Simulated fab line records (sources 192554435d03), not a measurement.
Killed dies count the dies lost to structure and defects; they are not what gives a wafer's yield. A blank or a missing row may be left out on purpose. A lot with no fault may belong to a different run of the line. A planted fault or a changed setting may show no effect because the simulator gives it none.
One fault seen from 2 desks + flow n5_finfet + what lay behind the numbers comes last; until then each desk has only its own

## FROM THE METROLOGY DESK
Means of the sampled wafers that have a number, per lot and without regard to the tool the lot ran on: this is what the gauges read. If a lot's mean is further than 4 standard deviations from the usual mean, the lot is out of limits and carries the mark OUT (the distance appears in the brackets). Shown here are 7 of its 10 readings, the ones lying furthest out on some lot.
Columns: A = DIBL_P at N5_BEOL_M4_RC_MEAS_101, usual 37.0 mV/V; B = IOFF_N at N5_BEOL_M4_RC_MEAS_101, usual 0.17 nA/um; C = IOFF_P at N5_BEOL_M4_RC_MEAS_101, usual 0.22 nA/um; D = ION_N at N5_BEOL_M4_RC_MEAS_101, usual 673 uA/um; E = ION_P at N5_BEOL_M4_RC_MEAS_101, usual 462 uA/um; F = SS_N at N5_BEOL_M4_RC_MEAS_101, usual 71.7 mV/dec; G = VT_N at N5_BEOL_M4_RC_MEAS_101, usual 250 mV
| lot  | first seen here | A    | B    | C    | D   | E   | F    | G   |
|------|-----------------|------|------|------|-----|-----|------|-----|
| L917 | day 9 12:34     | 36.1 | 0.15 | 0.18 | 665 | 453 | 71.5 | 252 |
| L916 | day 9 22:57     | 35.4 | 0.12 | 0.16 | 648 | 445 | 71.0 | 257 |
| L918 | day 10 17:13    | 38.0 | 0.19 | 0.23 | 675 | 461 | 72.3 | 247 |
| L923 | day 10 21:02    | 37.3 | 0.17 | 0.22 | 684 | 467 | 71.7 | 248 |
| L930 | day 12 23:07    | 34.0 | 0.16 | 0.20 | 675 | 462 | 72.0 | 251 |
| L933 | day 13 14:30    | 36.8 | 0.17 | 0.26 | 680 | 468 | 71.5 | 249 |
| L934 | day 14 18:44    | 37.9 | 0.17 | 0.23 | 677 | 465 | 71.9 | 249 |
| L935 | day 15 19:44    | 35.8 | 0.15 | 0.19 | 674 | 458 | 71.8 | 250 |
This desk's verdict: no lot among the 8 shows anything out of limits.

## FOR THE TOOL OWNER'S DESK: rie_diel-05
The tool's own readings at N5_BEOL_M1_VIA_ETCH_34 (etches the open film in C4F6/O2, target depth 67.8 nm, time 64.4 s): means of the sampled wafers that have a number, for each lot that ran on this tool. If a lot's mean is further than 4 standard deviations from the usual mean, the lot is out of limits and carries the mark OUT (the distance appears in the brackets).
Columns: A = bias_w at N5_BEOL_M1_VIA_ETCH_34, usual 170.0 W; B = drypump_motor_current_A at N5_BEOL_M1_VIA_ETCH_34, usual 5.7 A; C = oes_product_au at N5_BEOL_M1_VIA_ETCH_34, usual 0.78 a.u.; D = rf_fwd_power_W at N5_BEOL_M1_VIA_ETCH_34, usual 346.9 W; E = rf_vpp_V at N5_BEOL_M1_VIA_ETCH_34, usual 665 V; F = showerhead_plenum_p_Torr at N5_BEOL_M1_VIA_ETCH_34, usual 2.84 Torr; G = throttle_valve_pct at N5_BEOL_M1_VIA_ETCH_34, usual 30.65 %
| lot  | first seen here | A               | B   | C    | D     | E   | F    | G     |
|------|-----------------|-----------------|-----|------|-------|-----|------|-------|
| L916 | day 7 08:13     | 170.7           | 5.9 | 0.76 | 348.7 | 668 | 2.83 | 30.60 |
| L917 | day 7 19:43     | 170.3           | 5.4 | 0.76 | 347.4 | 653 | 2.85 | 30.80 |
| L930 | day 10 19:43    | 176.7 (+14) OUT | 5.5 | 0.77 | 347.8 | 683 | 2.85 | 30.73 |
This desk's verdict: out of limits on L930, starting with L930 at day 10 19:43 (bias_w at N5_BEOL_M1_VIA_ETCH_34). L916, L917: within limits.

## ALL TOGETHER
The tool owner's desk had the chance to raise an alarm at day 10 19:43 on L930.
Metrology desk: nothing out of limits seen.
The metrology desk holds a record of L930, inside its limits.
On rie_diel-05, each named lot ran N5_BEOL_M1_VIA_ETCH_34.

## WHAT WAS PUT IN BY THE SIMULATOR
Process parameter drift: rie_diel-05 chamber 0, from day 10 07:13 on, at N5_BEOL_M1_VIA_ETCH_34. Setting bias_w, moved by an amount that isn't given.
Struck lots among those shown: L930.
Time in hours from fault onset to the first out-of-limits reading at each desk: the tool owner's desk, 12.
